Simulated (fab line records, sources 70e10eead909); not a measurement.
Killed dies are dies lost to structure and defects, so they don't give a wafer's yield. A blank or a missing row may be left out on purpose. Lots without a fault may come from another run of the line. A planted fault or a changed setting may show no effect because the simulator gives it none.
Chamber matching | flow nand_harc | NHARC_P_M1_ETCH_35 on rie_diel-07: 4 sister chambers
The step etches the open film in N2/H2, target depth 40 nm, overetch 12 nm, time 43.94 s. 4 wafers are shown with their chamber, then 11 later ones without.

WAFERS WITH THEIR CHAMBER
wafer  | chamber | drypump_motor_current_A (A)
L086.5 | 2       | 5.7
L088.1 | 3       | 6.0
L088.6 | 0       | 5.5
L089.1 | 1       | 6.6

WAFERS WITHOUT THEIR CHAMBER
wafer  | drypump_motor_current_A (A)
L089.4 | 5.7
L089.5 | 6.0
L090.1 | 6.6
L090.5 | 6.0
L090.6 | 5.5
L091.1 | 5.7
L091.4 | 5.5
L091.5 | 5.5
L095.1 | 5.5
L095.4 | 5.9
L095.5 | 6.6

WHICH CHAMBER EACH WENT THROUGH
wafer  | from the rows above | in truth
L089.4 | 2                   | 2
L089.5 | 3                   | 3
L090.1 | 1                   | 1
L090.5 | 3                   | 3
L090.6 | 0                   | 0
L091.1 | 2                   | 2
L091.4 | 0                   | 0
L091.5 | 0                   | 0
L095.1 | 0                   | 0
L095.4 | 3                   | 3
L095.5 | 1                   | 1
Placed correctly: 11 of 11. Can't be placed from these rows: 0. Placed wrongly: 0.
How it was worked out, from the rows above alone: a wafer's distance from a chamber is the root of the sum, over the readings, of the square of ((its reading less the chamber's mean) divided by the reading's scatter). The wafer belongs to the nearest chamber; if the next one is less than 2 further off, it can't be placed. A chamber's mean is the mean of its shown wafers. The scatter: with one shown wafer a chamber, the root of the mean of the squares of how far each hidden wafer lies from its nearest shown one.
